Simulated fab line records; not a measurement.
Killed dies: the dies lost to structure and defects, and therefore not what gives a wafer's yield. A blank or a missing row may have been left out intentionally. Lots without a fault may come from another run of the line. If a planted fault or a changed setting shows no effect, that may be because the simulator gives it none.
Matching of chambers -- flow n5-finfet -- N5_BEOL_M11_ETCH_66 on rie-diel-02: 4 sister chambers
The step etches SOC in N2/H2, target depth 120 nm, overetch 24 nm, time 180 s. 4 wafers are shown with their chamber, then 7 later ones without.

EACH WAFER AND ITS CHAMBER
wafer,chamber,showerhead-plenum-p-Torr (Torr)
L076.4,3,2.50
L089.6,1,2.47
L092.1,2,2.68
L092.4,0,2.51

WAFERS WITHOUT THEIR CHAMBER
wafer,showerhead-plenum-p-Torr (Torr)
L092.6,2.51
L093.1,2.49
L093.2,2.47
L093.4,2.51
L095.3,2.48
L095.5,2.47
L095.6,2.48

EACH ONE'S CHAMBER
wafer,from the rows above,in truth
L092.6,can't be placed: 0 or 3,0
L093.1,can't be placed: 3 or 0 or 1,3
L093.2,1,1
L093.4,can't be placed: 0 or 3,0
L095.3,can't be placed: 1 or 3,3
L095.5,1,1
L095.6,can't be placed: 1 or 3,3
2 of 7 placed correctly. Unplaceable from these rows: 5, with the true chamber sitting among the candidates in 5. Number placed wrongly: 0.
How it was worked out, from the rows above alone: a wafer's distance from a chamber is the root of the sum, over the readings, of the square of ((its reading less the chamber's mean) divided by the reading's scatter). The wafer belongs to the nearest chamber; if the next one is less than 2 further off, it can't be placed. A chamber's mean is the mean of its shown wafers. The scatter: with one shown wafer a chamber, the root of the mean of the squares of how far each hidden wafer lies from its nearest shown one.
